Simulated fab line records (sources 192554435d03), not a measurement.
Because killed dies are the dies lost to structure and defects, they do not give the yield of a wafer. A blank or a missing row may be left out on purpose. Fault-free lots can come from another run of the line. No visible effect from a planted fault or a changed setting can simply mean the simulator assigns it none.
One fault through the eyes of 2 desks -- flow n5-finfet -- each desk has only its own numbers; what lay behind them comes last

== TOOL OWNER'S DESK, ald-metal-03 ==
The tool's own readings at N5_HKMG_FIN_PWFM_ALD_03 (deposits TiN, target thk 2 nm, pulse time 1 s, purge time 3 s): means of the sampled wafers that have a number, for each lot that ran on this tool. Any lot whose mean is over 4 standard deviations away from the usual mean is out of limits and marked OUT; that distance is given in the brackets.
Columns: A = heater-power-outer-w at N5_HKMG_FIN_PWFM_ALD_03, usual 583 W; B = heater-power-w at N5_HKMG_FIN_PWFM_ALD_03, usual 909 W; C = precursor-pulse-height-rel at N5_HKMG_FIN_PWFM_ALD_03, usual 0.997
lot,first seen here,A,B,C
L203,day 5 01:31,563,877,0.980
L209,day 6 12:26,631,961,0.993
L210,day 6 15:06,604,919,1.000
L212,day 7 11:06,590,903,1.002
L223,day 9 23:41,632,1007,1.003
This desk's finding: nothing out of limits on any of the 5 lots.

== FROM THE METROLOGY DESK ==
What the gauges read, lot by lot, whatever tool the lot ran on: means of the sampled wafers that have a number. Any lot whose mean is over 4 standard deviations away from the usual mean is out of limits and marked OUT; that distance is given in the brackets. Of its 10 readings 7 are shown: those that lie furthest out on some lot.
Columns: A = IOFF_N at N5_BEOL_M4_RC_MEAS_101, usual 0.15 nA/um; B = IOFF_P at N5_BEOL_M4_RC_MEAS_101, usual 0.19 nA/um; C = ION_N at N5_BEOL_M4_RC_MEAS_101, usual 677 uA/um; D = ION_P at N5_BEOL_M4_RC_MEAS_101, usual 462 uA/um; E = SS_P at N5_BEOL_M4_RC_MEAS_101, usual 72.9 mV/dec; F = VT_N at N5_BEOL_M4_RC_MEAS_101, usual 250 mV; G = VT_P at N5_BEOL_M4_RC_MEAS_101, usual -251 mV
lot,first seen here,A,B,C,D,E,F,G
L200,day 8 15:29,0.18,0.17,675,450,73.2,250,-256
L203,day 9 06:27,0.13,0.17,680,463,72.1,251,-255
L209,day 10 14:34,0.15,0.16,674,451,73.1,251,-258
L210,day 10 15:20,0.14,0.19,662,452,72.9,248,-254
L212,day 11 18:20,0.16,0.20,690,472,72.3,247,-251
L215,day 11 20:48,0.17,0.21,674,466,73.2,250,-252
L220,day 13 15:20,0.15,0.17,678,454,73.5,251,-256
L221,day 13 15:49,0.23,0.26,706,479,74.0,244,-246
L223,day 14 14:02,0.19,0.23,700,473,73.5,245,-249
This desk's finding: nothing out of limits on any of the 9 lots.

== PUT TOGETHER ==
The tool owner's desk saw nothing out of limits.
From the metrology desk's view, nothing was out of limits.

== WHAT HAD BEEN PUT IN BY THE SIMULATOR ==
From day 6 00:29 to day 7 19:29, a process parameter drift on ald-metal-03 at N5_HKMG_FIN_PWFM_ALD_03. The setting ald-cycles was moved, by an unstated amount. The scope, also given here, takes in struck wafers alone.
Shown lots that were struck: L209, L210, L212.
